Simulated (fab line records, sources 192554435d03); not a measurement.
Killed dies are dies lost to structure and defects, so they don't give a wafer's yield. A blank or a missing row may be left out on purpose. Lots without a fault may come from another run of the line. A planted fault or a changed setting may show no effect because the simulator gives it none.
Chamber matching | flow n5_finfet | N5_BEOL_M7_PECVD_70 on pecvd-02: 3 sister chambers
The step deposits SiO2 from TEOS/O2, target thk 20 nm, time 22.7 s. 3 wafers are shown with their chamber, then 12 later ones without.

WAFERS WITH THEIR CHAMBER
wafer  | chamber | throttle_valve_pct (%)
L091.5 | 0       | 22.8
L090.2 | 2       | 21.2
L090.6 | 1       | 22.6

WAFERS WITHOUT THEIR CHAMBER
wafer  | throttle_valve_pct (%)
L092.1 | 22.8
L092.2 | 21.6
L092.4 | 21.4
L093.1 | 22.4
L093.3 | 21.3
L093.4 | 21.6
L095.2 | 22.8
L095.4 | 22.8
L095.5 | 22.5
L096.1 | 22.7
L096.4 | 22.5
L096.5 | 21.5

WHICH CHAMBER EACH WENT THROUGH
wafer  | from the rows above     | in truth
L092.1 | can't be placed: 0 or 1 | 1
L092.2 | 2                       | 2
L092.4 | 2                       | 2
L093.1 | can't be placed: 1 or 0 | 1
L093.3 | 2                       | 2
L093.4 | 2                       | 2
L095.2 | can't be placed: 0 or 1 | 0
L095.4 | can't be placed: 0 or 1 | 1
L095.5 | can't be placed: 1 or 0 | 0
L096.1 | can't be placed: 1 or 0 | 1
L096.4 | can't be placed: 1 or 0 | 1
L096.5 | 2                       | 2
Placed correctly: 5 of 12. Can't be placed from these rows: 7 (the true chamber is among the candidates in 7). Placed wrongly: 0.
How it was worked out, from the rows above alone: a wafer's distance from a chamber is the root of the sum, over the readings, of the square of ((its reading less the chamber's mean) divided by the reading's scatter). The wafer belongs to the nearest chamber; if the next one is less than 2 further off, it can't be placed. A chamber's mean is the mean of its shown wafers. The scatter: with one shown wafer a chamber, the root of the mean of the squares of how far each hidden wafer lies from its nearest shown one.
